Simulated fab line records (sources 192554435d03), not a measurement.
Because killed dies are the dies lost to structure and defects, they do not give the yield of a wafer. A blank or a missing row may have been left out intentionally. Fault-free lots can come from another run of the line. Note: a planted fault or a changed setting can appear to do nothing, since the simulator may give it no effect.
Split-lot experiment + flow n5 finfet + route with 1938 steps; 7 lots, 21 wafers read

THE SPLIT
At N5_BEOL_M13_SPUTTER_43 (material TaN, target thk 15 nm, time 24.19 s), the setting time s was moved away from the recipe's 24.19 s on 4 of the 21 wafers read, by -9.2% to +5.9%. For the rest of the wafers, this setting stayed at what the recipe calls for.

The split's own step is where the reading is taken.

THE READING
TaN_of_BEOL_M13_SPUTTER_43.thk nm (the simulator's own value, which no gauge read), in nm, at N5_BEOL_M13_SPUTTER_43 (material TaN, target thk 15 nm, time 24.19 s). There is no usual value for it anywhere in the file. Average 15.1 nm, standard deviation 0.18 nm, over the 17 wafers here run with the recipe.

| wafer  | tool, chamber at the split | time s as run, s | against the recipe | TaN_of_BEOL_M13_SPUTTER_43.thk nm, nm | against lot-mates on the recipe |
|--------|----------------------------|------------------|--------------------|---------------------------------------|---------------------------------|
| L082.2 | pvd sputter-01, -          | 24.19            | recipe             | 14.8                                  | -                               |
| L082.3 | pvd sputter-01, -          | 22.25            | -8.0%              | 14                                    | -0.8                            |
| L082.5 | pvd sputter-01, -          | 22.25            | -8.0%              | 13.6                                  | -1.2                            |
| L083.4 | pvd sputter-01, -          | 25.62            | +5.9%              | 15.8                                  | +0.7                            |
| L083.5 | pvd sputter-01, -          | 24.19            | recipe             | 15                                    | -                               |
| L083.6 | pvd sputter-01, -          | 24.19            | recipe             | 15.2                                  | -                               |
| L084.2 | pvd sputter-03, -          | 21.96            | -9.2%              | 13.6                                  | -1.6                            |
| L084.4 | pvd sputter-03, -          | 24.19            | recipe             | 15.2                                  | -                               |
| L084.5 | pvd sputter-03, -          | 24.19            | recipe             | 15.2                                  | -                               |
| L085.2 | pvd sputter-01, -          | 24.19            | recipe             | 14.6                                  | -                               |
| L085.3 | pvd sputter-01, -          | 24.19            | recipe             | 15                                    | -                               |
| L085.5 | pvd sputter-01, -          | 24.19            | recipe             | 15                                    | -                               |
| L088.1 | pvd sputter-01, -          | 24.19            | recipe             | 15.2                                  | -                               |
| L088.2 | pvd sputter-01, -          | 24.19            | recipe             | 15.2                                  | -                               |
| L088.5 | pvd sputter-01, -          | 24.19            | recipe             | 15.2                                  | -                               |
| L093.1 | pvd sputter-02, -          | 24.19            | recipe             | 15                                    | -                               |
| L093.3 | pvd sputter-02, -          | 24.19            | recipe             | 15.4                                  | -                               |
| L093.4 | pvd sputter-02, -          | 24.19            | recipe             | 15.2                                  | -                               |
| L096.1 | pvd sputter-03, -          | 24.19            | recipe             | 15                                    | -                               |
| L096.4 | pvd sputter-03, -          | 24.19            | recipe             | 15                                    | -                               |
| L096.3 | pvd sputter-03, -          | 24.19            | recipe             | 15.2                                  | -                               |

THE FIT
A straight line over all 21 wafers: TaN_of_BEOL_M13_SPUTTER_43.thk nm changes by +0.153 nm for each +1% of time s; r = +0.94; the points scatter about the line by 0.19 nm.
The same after taking each lot's own level away (the mean of its wafers on the recipe; 21 wafers): +0.14 nm for each +1%; r = +0.95; scatter 0.15 nm.
Per that fit: largest time s move, reading shift of 1.3 nm.
The span of the lots' own levels, 14.80 to 15.20 nm, comes to 2.2 times the standard deviation stated above.
So the lot-to-lot level changes the slope little: the two slopes agree.
Check: -1.14 nm against its lot-mates is what the line predicts for one of the wafers moved furthest among these (-9.2%) when that wafer is left out of the fit. It came out at -1.6 nm against them.

OTHER SPLITS ON THESE WAFERS
Before the reading, these wafers also passed through other splits. Each is held against what the fit with the lots' levels taken away leaves over:
| other split on the same wafers | wafers away from the commonest value | r with TaN_of_BEOL_M13_SPUTTER_43.thk nm (lot level and that fit taken away) |
|--------------------------------|--------------------------------------|------------------------------------------------------------------------------|
| N5_BEOL_M8_COAT_22 spin rpm    | 3                                    | +0.11                                                                        |
| N5_BEOL_M10_ETCH_41 source w   | 4                                    | +0.09                                                                        |
| N5_BEOL_M11_COAT_60 spin rpm   | 6                                    | -0.03                                                                        |
| N5_BEOL_M11_ETCH_62 time s     | 7                                    | -0.39                                                                        |

THE FILE'S OWN FIT
TaN_of_BEOL_M13_SPUTTER_43.thk nm changes by +0.146 nm for each +1% of time s, r = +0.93.
